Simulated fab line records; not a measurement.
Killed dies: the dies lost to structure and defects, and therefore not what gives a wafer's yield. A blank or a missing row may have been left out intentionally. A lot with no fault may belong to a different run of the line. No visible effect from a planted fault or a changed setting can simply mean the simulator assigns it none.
What tool caused it?    flow nand harc    Sampling: 6 lots, 18 wafers, 5 of 1302 route steps

## WHAT THE GAUGES SHOWED, per wafer
NHARC_END_SORT_01.
lot   measured      on         defect limited yield (%)
L766  day 30 09:25  prober-01  92.8 94.7 92.2

## EACH LOT AND THE TOOL THAT RAN IT (in order: tool; ch and the chambers of the sampled wafers; start)
lot   NHARC_P_M0_ETCH_15                            NHARC_P_M0_STRIP_18                 NHARC_P_M0_ANNEAL_30              NHARC_P_M1_EXPOSE_06
L754  rie diel-10 ch 0,1,2, day 7 06:28 or earlier  rie diel-05 ch 1,2, day 7 06:28     rtp anneal-02 ch 0, day 7 07:47   arfi scanner-02 ch 0, day 7 10:01
L756  rie diel-05 ch 1,2,3, day 8 00:23 or earlier  rie diel-05 ch 1,2,3, day 8 00:23   rtp anneal-01 ch 0, day 8 01:40   arfi scanner-03 ch 0, day 8 03:44
L758  rie diel-05 ch 0,3, day 8 20:56 or earlier    rie diel-05 ch 0,3, day 8 20:56     rtp anneal-01 ch 0, day 8 22:17   arfi scanner-01 ch 0, day 9 00:17
L766  rie diel-05 ch 1,3, day 12 14:25 or earlier   rie diel-05 ch 2,3, day 12 14:25    rtp anneal-02 ch 0, day 12 15:46  arfi scanner-01 ch 0, day 12 18:25
L771  rie diel-10 ch 0,1, day 14 09:21 or earlier   rie diel-10 ch 0,3, day 14 09:21    rtp anneal-01 ch 0, day 14 10:47  arfi scanner-02 ch 0, day 14 12:43
L773  rie diel-05 ch 2,3, day 15 07:28 or earlier   rie diel-05 ch 1,2,3, day 15 07:28  rtp anneal-01 ch 0, day 15 08:45  arfi scanner-02 ch 0, day 15 10:43
- NHARC_P_M0_ETCH_15: etches the open film in C4F8/Ar, target depth 150 nm, overetch 15 nm, time 82.5 s.
- NHARC_P_M0_STRIP_18: strips in N2/H2.
- NHARC_P_M0_ANNEAL_30: time 90 s.
- NHARC_P_M1_EXPOSE_06: exposes mask P M1, target cd 130 nm.

## THE ANSWER, worked out from the rows above alone
Rule: the usual values come from the lots themselves. The widest of any qualifying gaps counts: lots, ordered by their means at a reading, are off when they make up no more than a third of the lots, leave a main group of 4 or more, and stand apart from it by 3 or more times the standard deviation of that group's means. Not used: any main group whose means are identical at the precision the tables above print for the reading. Also off: a lot with no number at a reading for which 4 or more lots have one. Where the step has rows for the other lots, those lots are counted as sound.
None of the lots is off at any reading shown; this tells nothing.

## WHAT HAD BEEN PUT IN BY THE SIMULATOR
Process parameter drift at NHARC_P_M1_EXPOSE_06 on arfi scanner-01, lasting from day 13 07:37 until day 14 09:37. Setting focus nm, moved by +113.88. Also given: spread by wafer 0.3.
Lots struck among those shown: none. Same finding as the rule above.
